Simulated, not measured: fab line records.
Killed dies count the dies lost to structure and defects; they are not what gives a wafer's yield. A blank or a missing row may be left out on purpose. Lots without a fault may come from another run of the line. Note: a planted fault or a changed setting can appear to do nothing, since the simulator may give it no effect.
fab line records -- flow nandHarc -- part 1 of 2: steps 1 to 28 of 37
record lots=5, wafers=15, lastDay=32
route steps=1302 shown A_STAIRCASE@842
lots that met no fault: taken from a fault-free run of the same line
startH: start of the lot's first displayed wafer, in hours after the record's first day -- waitH: hours from the lot's prior step to this one -- " the same as in the row above -- L1.1+2: several wafers, shown together as one row -- - value missing, or start not given -- * or withheld: withheld -- < > ~ a bound
route shown NAME@n: names a module that has steps shown in the file, with the first one's number in the route -- usual: mean/standard deviation taken from wafers without a fault -- same: alike in all rows -- chamber/n: place in a boat -- sites: each site's reading -- _std_site: how widely they spread, as a standard deviation -- _edge_site: mean of outer sites minus mean of inner sites -- radiusMm: for every site, how far away it sits from the centre of the wafer -- mask NAME#n: copy n -- behind: the last tool/chamber to shape the wafer -- hold: cause of the lot's hold/its duration in hours/its outcome -- device: which transistor (n, p or np) failed to switch -- end of line: the tests these same wafers got at the end of their route -- where a step has no rows: the recipe by itself -- killed: the dies lost at the first sort to structure and to defects; this is not the yield of the wafer -- map: per-die view of a wafer (x killed, . not killed, _ where there is no die)
set.NAME: setting as actually run; set.NAME@STEP: the setting as run at that earlier step -- model.NAME: the simulator's own value behind a step, which no gauge read
lots seen at some steps along the route; tables by step, rows by wafer
services: a tool's chamber out of use, with start hour (startH, from the record's first day; less than 0 if before it), hours out, and reason
## steps
# step NHARC_A_STAIRCASE_ETCHBACK_416
# recipe targetDepthA=360, timeS=7.2, c4f8FlowSccm=withheld, o2FlowSccm=8, arFlowSccm=withheld, rfW=600, biasW=800, chemistry=C4F8/O2/Ar
# usual oesProductAu=0.94/0.033, rfVppV=723/4.5
lot.wafer,tool,chamber,startH,waitH,oesProductAu,rfHoursCounterH,rfVppV
L078.1,rieDiel-09,0,-,-,0.93,29,717
L078.3,rieDiel-09,2,-,-,0.90,34,729
L078.5,rieDiel-09,0,-,-,0.94,-,719
L085.2,rieDiel-12,1,-,-,0.94,12,730
L085.1,rieDiel-12,2,-,-,0.92,11,724
L085.6,rieDiel-12,1,-,-,0.93,-,729
L090.3,rieDiel-09,2,-,-,0.92,23,730
L090.4,rieDiel-09,3,-,-,0.90,20,723
L090.5,rieDiel-09,2,-,-,0.92,-,729
L092.3,rieDiel-05,2,-,-,0.94,47,719
L092.6,rieDiel-05,1,-,-,0.91,-,717
L092.5,rieDiel-05,2,-,-,0.94,-,723
L095.1,rieDiel-05,3,-,-,0.99,4,717
L095.3,rieDiel-05,1,-,-,1.01,4,718
L095.2,rieDiel-05,2,-,-,1.01,4,720
# step NHARC_A_STAIRCASE_STRIP_476
# recipe timeS=20, o2FlowSccm=500, arFlowSccm=0, biasW=0, chemistry=O2
# usual drypumpMotorCurrentA=5.7/0.49, oesProductAu=1.003/0.013, rfVppV=57.8/0.95, showerheadPlenumPTorr=3.53/0.15, throttleValvePct=17.035/0.0096
lot.wafer,tool,chamber,startH,waitH,drypumpMotorCurrentA,oesProductAu,rfHoursCounterH,rfVppV,showerheadPlenumPTorr,throttleValvePct
L078.3,rieDiel-09,2,417.31,0.1,6.1,0.973,34,58.1,3.76,17.029
L078.1,rieDiel-09,0,417.31,0.1,6.0,1.007,29,57.8,3.37,17.049
L078.5,rieDiel-09,2,417.31,0.1,6.1,0.978,-,58.4,3.76,17.031
L085.1,rieDiel-12,2,494.45,0.1,5.7,1.005,11,58.2,3.58,17.030
L085.2,rieDiel-12,3,494.45,0.1,5.1,1.016,13,57.7,3.35,17.037
L085.6,rieDiel-12,0,494.45,0.1,6.1,1.005,-,58.1,3.71,17.026
L090.3,rieDiel-09,3,554.12,0.1,5.8,0.987,20,57.4,3.53,17.037
L090.4,rieDiel-09,0,554.12,0.1,6.0,1.012,22,56.7,3.34,17.022
L090.5,rieDiel-09,3,554.12,0.1,5.8,0.976,-,58.6,3.53,17.029
L092.3,rieDiel-05,2,574.52,0.1,6.7,1.007,47,56.9,3.46,17.039
L092.6,rieDiel-05,0,574.52,0.1,5.4,0.995,-,57.4,3.55,17.039
L092.5,rieDiel-05,1,574.52,0.1,5.3,0.985,-,58.0,3.35,17.034
L095.2,rieDiel-05,2,611.16,0.1,6.7,1.003,4,56.0,3.45,17.019
L095.1,rieDiel-05,3,611.16,0.1,5.3,0.985,4,57.7,3.36,17.054
L095.3,rieDiel-05,1,611.16,0.1,5.3,1.004,4,57.1,3.35,17.023
# step NHARC_A_STAIRCASE_DEP_417
# recipe targetThkA=600, stepCoveragePct=20, tempC=400, targetThkNm=60, flowSccm=200, rfW=450, material=Si3N4
# usual heaterPowerW=756/89
lot.wafer,tool,chamber,startH,waitH,heaterPowerW
L078.1,pecvd-04,0,417.45,-,872
L078.3,pecvd-04,1,417.45,-,676
L078.5,pecvd-04,1,417.45,-,689
L085.2,pecvd-04,0,494.59,-,975
L085.1,pecvd-04,1,494.59,-,673
L085.6,pecvd-04,2,494.59,-,814
L090.3,pecvd-02,0,554.24,-,685
L090.5,pecvd-02,1,554.24,-,808
L090.4,pecvd-02,2,554.24,-,743
L092.3,pecvd-03,2,574.65,-,752
L092.5,pecvd-03,2,574.65,-,763
L092.6,pecvd-03,0,574.65,-,720
L095.2,pecvd-03,2,611.27,-,690
L095.1,pecvd-03,0,611.27,-,861
L095.3,pecvd-03,1,611.27,-,646
# step NHARC_A_STAIRCASE_WET_418
# recipe tempC=160, targetDepthA=200, chemistry=H3PO4
lot.wafer,tool,chamber,startH,waitH
L078.1+3+5,wetH3po4-02,0,419.85,-
L085.1+2+6,wetH3po4-02,0,496.54,-
L090.3+4+5,wetH3po4-01,0,556.23,-
L092.3+5+6,wetH3po4-01,1,576.60,-
L095.1+2+3,wetH3po4-02,0,613.26,-
# step NHARC_A_STAIRCASE_PRECLEAN_419
# recipe timeS=*, tempC=50, bathAgeMin=0, chemistry=SC1
# usual nh4ohFlowMLMin=28.31/0.097
lot.wafer,tool,chamber,startH,waitH,nh4ohFlowMLMin
L078.5,wetBench-05,4,420.43,0.0,28.31
L078.3,wetBench-05,6,420.43,0.0,28.38
L078.1,wetBench-05,7,420.43,0.0,28.33
L085.1,wetBench-04,6,497.11,0.0,28.40
L085.6,wetBench-04,7,497.11,0.0,28.41
L085.2,wetBench-04,0,497.11,0.0,28.55
L090.4,wetBench-04,3,556.80,0.0,28.33
L090.3,wetBench-04,4,556.80,0.0,28.37
L090.5,wetBench-04,7,556.80,0.0,28.27
L092.5,wetBench-04,0,577.18,0.0,28.39
L092.3,wetBench-04,2,577.18,0.0,28.30
L092.6,wetBench-04,5,577.18,0.0,28.17
L095.1,wetBench-06,6,613.84,0.0,28.17
L095.3,wetBench-06,1,613.84,0.0,28.37
L095.2,wetBench-06,3,613.84,0.0,28.13
# step NHARC_A_STAIRCASE_SRD_421
lot.wafer,tool,chamber,startH,waitH
L078.5+3+1,wetBench-05,"4,6,7",-,-
L085.1+6+2,wetBench-04,"6,7,0",-,-
L090.4+3+5,wetBench-04,"3,4,7",-,-
L092.5+3+6,wetBench-04,"0,2,5",-,-
L095.1+3+2,wetBench-06,"6,1,3",-,-
# step NHARC_A_STAIRCASE_ALD_420
# recipe targetThkA=200, pulseTimeS=6, aldCycles=200, tempC=300, material=SiO2
# usual heaterPowerW=469/75, precursorPulseHeightRel=0.999/0.02
lot.wafer,tool,chamber,startH,waitH,heaterPowerW,precursorPulseHeightRel
L078.3,aldHk-01,3,420.74,-,556,0.980
L078.1,aldHk-01,0,420.74,-,379,0.984
L078.5,aldHk-01,2,420.74,-,393,1.011
L085.2,aldHk-03,1,498.09,-,481,1.014
L085.1,aldHk-03,2,498.09,-,477,1.018
L085.6,aldHk-03,0,498.09,-,385,1.034
L090.3,aldHk-03,1,557.10,-,484,1.043
L090.4,aldHk-03,3,557.10,-,511,0.982
L090.5,aldHk-03,1,557.10,-,484,1.031
L092.3,aldHk-01,3,577.61,-,557,1.003
L092.6,aldHk-01,2,577.61,-,403,0.974
L092.5,aldHk-01,3,577.61,-,564,1.000
L095.2,aldHk-01,3,614.14,-,539,1.026
L095.3,aldHk-01,0,614.14,-,370,1.002
L095.1,aldHk-01,1,614.14,-,592,0.982
# step NHARC_A_STAIRCASE_CVD_552
# recipe targetThkA=400, tempC=700, pressureMtorr=300, material=SiNx
# usual spikeTcUpperC=700.1/1.2, zonePowerUpperPct=11.0/0.92
lot.wafer,tool,chamber,startH,waitH,spikeTcUpperC,zonePowerUpperPct
L078.1,lpcvd-02,1,-,-,700.7,10.1
L078.3,lpcvd-02,1,-,-,698.9,10.1
L078.5,lpcvd-02,1,-,-,701.1,9.9
L085.1,lpcvd-01,0,-,-,700.7,10.2
L085.2,lpcvd-01,0,-,-,700.8,10.2
L085.6,lpcvd-01,0,-,-,701.2,10.2
L090.3,lpcvd-02,0,-,-,699.4,11.9
L090.4,lpcvd-02,0,-,-,699.6,12.1
L090.5,lpcvd-02,0,-,-,699.2,12.1
L092.3,lpcvd-02,0,-,-,698.3,12.1
L092.5,lpcvd-02,0,-,-,697.6,12.1
L092.6,lpcvd-02,0,-,-,698.2,12.0
L095.1,lpcvd-01,1,-,-,700.5,11.7
L095.2,lpcvd-01,1,-,-,701.1,11.9
L095.3,lpcvd-01,1,-,-,701.6,11.7
# step NHARC_A_STAIRCASE_DEP_151
# recipe targetThkA=72000, tempC=400, targetThkNm=7200, teosFlowSccm=200, rfW=500, material=SiO2
# usual heaterPowerW=683/98
lot.wafer,tool,chamber,startH,waitH,heaterPowerW
L078.1,pecvd-02,0,428.88,0.5,642
L078.3,pecvd-02,2,428.88,0.5,583
L078.5,pecvd-02,0,428.88,0.5,597
L085.2,pecvd-03,2,505.41,0.4,768
L085.1,pecvd-03,1,505.41,0.4,527
L085.6,pecvd-03,1,505.41,0.4,487
L090.3,pecvd-04,2,565.29,0.6,712
L090.4,pecvd-04,0,565.29,0.6,761
L090.5,pecvd-04,2,565.29,0.6,639
L092.3,pecvd-02,2,585.69,0.5,700
L092.6,pecvd-02,1,585.69,0.5,680
L092.5,pecvd-02,2,585.69,0.5,577
L095.3,pecvd-03,1,619.03,0.4,602
L095.2,pecvd-03,2,619.03,0.4,808
L095.1,pecvd-03,0,619.03,0.4,737
# step NHARC_A_STAIRCASE_ANNEAL_320
# recipe tempC=750, timeS=1800
# usual spikeTcUpperC=750.3/1.2, zonePowerUpperPct=12.8/0.85
lot.wafer,tool,chamber,startH,waitH,spikeTcUpperC,zonePowerUpperPct
L078.1,furnace-04,0,436.63,7.6,751.4,12.0
L078.3,furnace-04,0,436.63,7.6,748.4,12.2
L078.5,furnace-04,0,436.63,7.6,749.3,11.8
L085.1,furnace-07,0,509.37,-,750.3,13.9
L085.2,furnace-07,0,509.37,-,751.3,13.8
L085.6,furnace-07,0,509.37,-,750.5,14.0
L090.3,furnace-07,0,569.05,-,749.5,14.0
L090.4,furnace-07,0,569.05,-,749.4,13.9
L090.5,furnace-07,0,569.05,-,748.9,13.8
L092.3,furnace-04,0,592.48,-,750.5,12.1
L092.5,furnace-04,0,592.48,-,750.0,12.2
L092.6,furnace-04,0,592.48,-,748.9,11.9
L095.1,furnace-07,0,623.98,-,750.7,13.9
L095.2,furnace-07,0,623.98,-,749.6,14.0
L095.3,furnace-07,0,623.98,-,751.6,13.7
# step NHARC_A_STAIRCASE_DEP_322
# recipe targetThkA=72000, tempC=400, targetThkNm=7200, teosFlowSccm=200, rfW=500, material=SiO2
# usual heaterPowerW=683/92
lot.wafer,tool,chamber,startH,waitH,heaterPowerW
L078.1,pecvd-02,2,440.03,0.1,713
L078.3,pecvd-02,1,440.03,0.1,782
L078.5,pecvd-02,2,440.03,0.1,592
L085.1,pecvd-04,1,512.98,0.2,659
L085.2,pecvd-04,2,512.98,0.2,790
L085.6,pecvd-04,2,512.98,0.2,637
L090.3,pecvd-04,1,572.45,0.1,698
L090.5,pecvd-04,2,572.45,0.1,638
L090.4,pecvd-04,0,572.45,0.1,774
L092.3,pecvd-03,0,595.94,0.2,813
L092.5,pecvd-03,2,595.94,0.2,670
L092.6,pecvd-03,0,595.94,0.2,710
L095.3,pecvd-03,2,627.43,0.1,701
L095.1,pecvd-03,0,627.43,0.1,803
L095.2,pecvd-03,1,627.43,0.1,623
# step NHARC_A_STAIRCASE_ANNEAL_323
# recipe tempC=750, timeS=1800
# usual spikeTcUpperC=750.6/1.3, zonePowerUpperPct=12.9/0.77
lot.wafer,tool,chamber,startH,waitH,spikeTcUpperC,zonePowerUpperPct
L078.1,furnace-06,0,445.28,-,752.9,12.7
L078.3,furnace-06,0,445.28,-,752.0,13.0
L078.5,furnace-06,0,445.28,-,751.9,12.7
L085.1,furnace-06,0,516.55,-,751.0,12.8
L085.2,furnace-06,0,516.55,-,751.2,12.8
L085.6,furnace-06,0,516.55,-,750.6,12.8
L090.3,furnace-07,0,576.43,-,749.8,13.8
L090.4,furnace-07,0,576.43,-,749.8,13.9
L090.5,furnace-07,0,576.43,-,750.1,13.8
L092.3,furnace-06,0,603.60,-,750.3,12.9
L092.5,furnace-06,0,603.60,-,750.0,12.9
L092.6,furnace-06,0,603.60,-,752.2,12.9
L095.1,furnace-07,0,631.38,-,747.5,13.7
L095.2,furnace-07,0,631.38,-,750.0,14.1
L095.3,furnace-07,0,631.38,-,749.6,13.8
# step NHARC_A_STAIRCASE_DEP_325
# recipe targetThkA=72000, tempC=400, targetThkNm=7200, teosFlowSccm=200, rfW=500, material=SiO2
# usual heaterPowerW=674/98
lot.wafer,tool,chamber,startH,waitH,heaterPowerW
L078.1,pecvd-02,2,448.66,0.1,594
L078.3,pecvd-02,0,448.66,0.1,710
L078.5,pecvd-02,0,448.66,0.1,607
L085.1,pecvd-04,0,520.01,0.2,822
L085.2,pecvd-04,1,520.01,0.2,683
L085.6,pecvd-04,1,520.01,0.2,598
L090.3,pecvd-03,1,580.00,0.3,530
L090.4,pecvd-03,0,580.00,0.3,673
L090.5,pecvd-03,1,580.00,0.3,493
L092.3,pecvd-02,0,607.21,0.3,746
L092.6,pecvd-02,2,607.21,0.3,564
L092.5,pecvd-02,0,607.21,0.3,611
L095.1,pecvd-02,0,634.78,0.1,760
L095.2,pecvd-02,1,634.78,0.1,826
L095.3,pecvd-02,2,634.78,0.1,628
# step NHARC_A_STAIRCASE_ANNEAL_326
# recipe tempC=750, timeS=1800
# usual spikeTcUpperC=750.3/1.4, zonePowerUpperPct=13.0/0.82
lot.wafer,tool,chamber,startH,waitH,spikeTcUpperC,zonePowerUpperPct
L078.1,furnace-04,0,454.13,-,748.5,12.0
L078.3,furnace-04,0,454.13,-,749.3,11.9
L078.5,furnace-04,0,454.13,-,750.5,12.1
L085.1,furnace-04,0,525.01,-,749.4,12.1
L085.2,furnace-04,0,525.01,-,749.6,12.1
L085.6,furnace-04,0,525.01,-,750.5,11.9
L090.3,furnace-06,0,584.51,-,753.1,13.0
L090.4,furnace-06,0,584.51,-,751.1,12.9
L090.5,furnace-06,0,584.51,-,751.9,12.7
L092.3,furnace-07,0,614.60,-,750.3,13.8
L092.5,furnace-07,0,614.60,-,747.9,14.0
L092.6,furnace-07,0,614.60,-,750.2,13.9
L095.1,furnace-07,0,641.56,-,749.4,13.7
L095.2,furnace-07,0,641.56,-,750.8,13.8
L095.3,furnace-07,0,641.56,-,749.9,13.7
# step NHARC_A_STAIRCASE_DEHYDRATE_433
# recipe tempC=150, timeS=120
lot.wafer,tool,chamber,startH,waitH
L078.1+3+5,lithoTrack-05,0,457.50,0.1
L085.1+2+6,lithoTrack-07,0,528.38,0.1
L090.3+4+5,lithoTrack-05,0,587.91,0.1
L092.3+5+6,lithoTrack-03,0,618.00,0.1
L095.1+2+3,lithoTrack-07,0,644.93,0.1
# step NHARC_A_STAIRCASE_HMDS_434
# recipe timeS=30
lot.wafer,tool,chamber,startH,waitH
L078.1+3+5,lithoTrack-05,0,-,-
L085.1+2+6,lithoTrack-07,0,-,-
L090.3+4+5,lithoTrack-05,0,-,-
L092.3+5+6,lithoTrack-03,0,-,-
L095.1+2+3,lithoTrack-07,0,-,-
# step NHARC_A_STAIRCASE_COAT_435
# recipe spinRpm=1200
lot.wafer,tool,chamber,startH,waitH
L078.1+3+5,lithoTrack-05,0,-,-
L085.1+2+6,lithoTrack-07,0,-,-
L090.3+4+5,lithoTrack-05,0,-,-
L092.3+5+6,lithoTrack-03,0,-,-
L095.1+2+3,lithoTrack-07,0,-,-
# step NHARC_A_STAIRCASE_SOFTBAKE_436
# recipe tempC=135, timeS=170
lot.wafer,tool,chamber,startH,waitH
L078.1+3+5,lithoTrack-05,0,-,-
L085.1+2+6,lithoTrack-07,0,-,-
L090.3+4+5,lithoTrack-05,0,-,-
L092.3+5+6,lithoTrack-03,0,-,-
L095.1+2+3,lithoTrack-07,0,-,-
# step NHARC_A_STAIRCASE_EBR_437
lot.wafer,tool,chamber,startH,waitH
L078.1+3+5,lithoTrack-05,0,-,-
L085.1+2+6,lithoTrack-07,0,-,-
L090.3+4+5,lithoTrack-05,0,-,-
L092.3+5+6,lithoTrack-03,0,-,-
L095.1+2+3,lithoTrack-07,0,-,-
# step NHARC_A_STAIRCASE_EXPOSE_438
# recipe na=0.5, doseMj=28.97, maskId=STAIR_REV
# usual focusOffsetNm=0.1/0.58
lot.wafer,tool,chamber,startH,waitH,mask,focusOffsetNm
L078.1,krfScanner-02,0,457.71,-,STAIR_REV#0,-0.7
L078.3,krfScanner-02,0,457.71,-,STAIR_REV#0,0.5
L078.5,krfScanner-02,0,457.71,-,STAIR_REV#0,0.2
L085.1,krfScanner-03,0,528.74,-,STAIR_REV#0,0.1
L085.2,krfScanner-03,0,528.74,-,STAIR_REV#0,-0.1
L085.6,krfScanner-03,0,528.74,-,STAIR_REV#0,-0.1
L090.3,krfScanner-04,0,588.26,-,STAIR_REV#0,-0.1
L090.4,krfScanner-04,0,588.26,-,STAIR_REV#0,0.0
L090.5,krfScanner-04,0,588.26,-,STAIR_REV#0,0.8
L092.3,krfScanner-02,0,618.22,-,STAIR_REV#0,-0.6
L092.5,krfScanner-02,0,618.22,-,STAIR_REV#0,0.1
L092.6,krfScanner-02,0,618.22,-,STAIR_REV#0,0.3
L095.1,krfScanner-03,0,645.42,-,STAIR_REV#0,0.4
L095.2,krfScanner-03,0,645.42,-,STAIR_REV#0,1.0
L095.3,krfScanner-03,0,645.42,-,STAIR_REV#0,0.9
# step NHARC_A_STAIRCASE_PEB_439
# recipe pebTempC=115, pebTimeS=130
lot.wafer,tool,chamber,startH,waitH
L078.1+3+5,lithoTrack-07,0,457.78,0.1
L085.1+2+6,lithoTrack-03,0,528.81,0.1
L090.3+4+5,lithoTrack-03,0,588.32,0.1
L092.3+5+6,lithoTrack-03,0,618.28,0.1
L095.1+2+3,lithoTrack-05,0,645.49,0.1
# step NHARC_A_STAIRCASE_DEVELOP_440
# recipe timeS=140
lot.wafer,tool,chamber,startH,waitH
L078.1+3+5,lithoTrack-07,0,-,-
L085.1+2+6,lithoTrack-03,0,-,-
L090.3+4+5,lithoTrack-03,0,-,-
L092.3+5+6,lithoTrack-03,0,-,-
L095.1+2+3,lithoTrack-05,0,-,-
# step NHARC_A_STAIRCASE_HARDBAKE_442
# recipe tempC=120, timeS=140
lot.wafer,tool,chamber,startH,waitH
L078.1+3+5,lithoTrack-05,0,457.99,-
L085.1+2+6,lithoTrack-07,0,529.03,-
L090.3+4+5,lithoTrack-07,0,588.55,-
L092.3+5+6,lithoTrack-07,0,618.50,-
L095.1+2+3,lithoTrack-03,0,645.70,-
# step NHARC_A_STAIRCASE_DESCUM_443
# recipe timeS=3, o2FlowSccm=200, arFlowSccm=0, biasPowerW=0, chemistry=O2
# usual drypumpMotorCurrentA=5.8/0.44, oesProductAu=1.004/0.013, rfVppV=58.0/0.85, showerheadPlenumPTorr=1.92/0.091, throttleValvePct=11.310/0.0091
lot.wafer,tool,chamber,startH,waitH,drypumpMotorCurrentA,oesProductAu,rfHoursCounterH,rfVppV,showerheadPlenumPTorr,throttleValvePct
L078.1,rieDiel-09,0,458.09,-,6.0,1.011,49,57.5,1.82,11.307
L078.3,rieDiel-09,3,458.09,-,5.8,1.000,48,57.5,1.92,11.315
L078.5,rieDiel-09,1,458.09,-,6.2,1.022,-,59.4,2.02,11.307
L085.1,rieDiel-09,2,529.17,-,6.1,0.998,11,59.0,2.03,11.319
L085.2,rieDiel-09,3,529.17,-,5.8,1.000,11,58.5,1.92,11.315
L085.6,rieDiel-09,1,529.17,-,6.2,1.002,-,57.8,2.01,11.324
L090.3,rieDiel-09,3,588.73,-,5.8,0.985,31,57.9,1.91,11.322
L090.4,rieDiel-09,1,588.73,-,6.2,0.992,35,58.1,2.01,11.314
L090.5,rieDiel-09,3,588.73,-,5.8,0.978,-,58.8,1.91,11.303
L092.3,rieDiel-05,3,618.58,-,5.3,1.001,8,56.7,1.81,11.314
L092.6,rieDiel-05,1,618.58,-,5.3,1.004,-,58.5,1.81,11.317
L092.5,rieDiel-05,2,618.58,-,6.8,0.999,-,56.9,1.87,11.314
L095.2,rieDiel-05,3,645.80,-,5.2,1.003,19,57.8,1.81,11.329
L095.1,rieDiel-05,0,645.80,-,5.4,1.009,6,57.5,1.92,11.318
L095.3,rieDiel-05,1,645.80,-,5.3,1.015,18,57.3,1.80,11.314
# step NHARC_A_STAIRCASE_ETCH_444
# recipe targetDepthA=2.04e+05, timeS=6800, c4f8FlowSccm=20, o2FlowSccm=10, arFlowSccm=withheld, rfW=600, biasW=1000, chemistry=C4F8/O2
# usual oesProductAu=0.933/0.015, rfVppV=807/5.2
lot.wafer,tool,chamber,startH,waitH,oesProductAu,rfHoursCounterH,rfVppV
L078.1,rieDiel-09,0,458.17,0.1,0.927,49,801
L078.3,rieDiel-09,3,459.60,1.5,0.935,49,807
L078.5,rieDiel-09,0,459.60,1.5,0.939,-,801
L085.2,rieDiel-09,0,532.63,3.4,0.935,13,800
L085.1,rieDiel-09,3,534.03,4.8,0.924,14,808
L085.6,rieDiel-09,0,534.03,4.8,0.930,-,802
L090.4,rieDiel-09,0,588.81,0.1,0.943,33,801
L090.3,rieDiel-09,2,588.81,0.1,0.927,35,814
L090.5,rieDiel-09,0,588.81,0.1,0.942,-,802
L092.3,rieDiel-05,2,619.93,1.3,0.962,9,804
L092.5,rieDiel-05,3,619.93,1.3,0.958,-,801
L092.6,rieDiel-05,2,621.81,3.2,0.962,-,804
L095.2,rieDiel-05,2,645.98,0.2,0.920,19,804
L095.1,rieDiel-05,0,645.98,0.2,0.938,7,807
L095.3,rieDiel-05,1,645.98,0.2,0.928,19,799
# step NHARC_A_STAIRCASE_STRIP_446
# recipe powerW=1500, tempC=250, chemistry=O2
# usual drypumpMotorCurrentA=5.7/0.37, heaterPowerW=324/37
lot.wafer,tool,chamber,startH,waitH,drypumpMotorCurrentA,heaterPowerW,rfHoursCounterH
L078.1,plasmaAsher-01,1,462.62,0.1,6.1,344,24
L078.3,plasmaAsher-01,0,462.62,0.1,5.3,371,-
L078.5,plasmaAsher-01,0,462.62,0.1,5.3,367,-
L085.1,plasmaAsher-01,0,536.97,0.0,5.4,396,2
L085.2,plasmaAsher-01,1,536.97,0.0,6.1,362,2
L085.6,plasmaAsher-01,0,536.97,0.0,5.3,415,-
L090.3,plasmaAsher-02,0,593.30,0.1,6.0,316,-
L090.4,plasmaAsher-02,1,593.30,0.1,5.3,278,-
L090.5,plasmaAsher-02,0,593.30,0.1,6.0,318,-
L092.3,plasmaAsher-02,0,624.13,0.2,6.0,332,-
L092.6,plasmaAsher-02,1,624.13,0.2,5.2,277,-
L092.5,plasmaAsher-02,0,624.13,0.2,6.0,317,-
L095.2,plasmaAsher-02,1,650.35,0.0,5.3,271,9
L095.1,plasmaAsher-02,0,650.35,0.0,6.0,315,9
L095.3,plasmaAsher-02,0,650.35,0.0,6.0,320,-
# step NHARC_A_STAIRCASE_STRIP_447
# recipe timeS=900, tempC=130, chemistry=SPM
lot.wafer,tool,chamber,startH,waitH
L078.3+5+1,wetBench-05,"5,6,1",462.92,0.2
L085.1+2+6,wetBench-04,"4,5,7",537.32,0.3
L090.5+4+3,wetBench-05,"0,3,4",593.57,0.1
L092.3+5+6,wetBench-04,"6,7,0",624.34,0.2
L095.1+3+2,wetBench-06,"5,0,2",650.71,0.3
# step NHARC_A_STAIRCASE_PRECLEAN_448
# recipe timeS=*, tempC=50, bathAgeMin=0, chemistry=SC1
# usual nh4ohFlowMLMin=28.29/0.098
lot.wafer,tool,chamber,startH,waitH,nh4ohFlowMLMin
L078.3,wetBench-05,5,-,-,28.46
L078.5,wetBench-05,6,-,-,28.34
L078.1,wetBench-05,1,-,-,28.13
L085.1,wetBench-04,4,-,-,28.17
L085.2,wetBench-04,5,-,-,28.17
L085.6,wetBench-04,7,-,-,28.14
L090.5,wetBench-05,0,-,-,28.29
L090.4,wetBench-05,3,-,-,28.16
L090.3,wetBench-05,4,-,-,28.30
L092.3,wetBench-04,6,-,-,28.25
L092.5,wetBench-04,7,-,-,28.39
L092.6,wetBench-04,0,-,-,28.28
L095.1,wetBench-06,5,-,-,28.41
L095.3,wetBench-06,0,-,-,28.33
L095.2,wetBench-06,2,-,-,28.28
